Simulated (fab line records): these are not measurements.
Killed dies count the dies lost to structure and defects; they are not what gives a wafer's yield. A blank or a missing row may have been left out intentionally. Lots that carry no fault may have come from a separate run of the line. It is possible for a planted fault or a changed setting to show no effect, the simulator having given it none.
Matching of chambers + flow nand harc + NHARC_A_CONTACT_DEP_85 on pecvd-03 has 3 sister chambers
The step deposits SiON, target thk 60 nm. 3 wafers are shown with their chamber, then 10 later ones without.

## WAFERS WITH THEIR CHAMBER
| wafer  | chamber | susceptor temp C (C) |
|--------|---------|----------------------|
| L086.6 | 2       | 400.33               |
| L089.2 | 1       | 399.88               |
| L089.4 | 0       | 400.32               |

## WAFERS WITH NO CHAMBER GIVEN
| wafer  | susceptor temp C (C) |
|--------|----------------------|
| L089.5 | 400.05               |
| L091.2 | 400.04               |
| L091.3 | 400.08               |
| L091.6 | 399.77               |
| L094.1 | 399.85               |
| L094.4 | 400.26               |
| L094.5 | 400.46               |
| L097.1 | 400.05               |
| L097.3 | 399.94               |
| L097.4 | 399.87               |

## CHAMBER TAKEN BY EACH
| wafer  | from the rows above          | in truth                   |
|--------|------------------------------|----------------------------|
| L089.5 | can't be placed: 1 or 0 or 2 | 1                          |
| L091.2 | can't be placed: 1 or 0 or 2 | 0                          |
| L091.3 | can't be placed: 1 or 0 or 2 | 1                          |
| L091.6 | 1                            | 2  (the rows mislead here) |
| L094.1 | 1                            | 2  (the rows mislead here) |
| L094.4 | can't be placed: 0 or 2      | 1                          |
| L094.5 | can't be placed: 2 or 0      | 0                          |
| L097.1 | can't be placed: 1 or 0 or 2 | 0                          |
| L097.3 | 1                            | 1                          |
| L097.4 | 1                            | 1                          |
2 of 10 placed correctly. From these rows, 6 cannot be placed; in 5 the true chamber is one of the candidates. Wrongly placed: 2.
How it was worked out, from the rows above alone: a wafer's distance from a chamber is the root of the sum, over the readings, of the square of ((its reading less the chamber's mean) divided by the reading's scatter). The wafer belongs to the nearest chamber; if the next one is less than 2 further off, it can't be placed. The mean given for a chamber averages the wafers shown for that chamber. The scatter (one wafer shown for each chamber): square how far every hidden wafer sits from the nearest shown wafer, average those squares and take the square root.
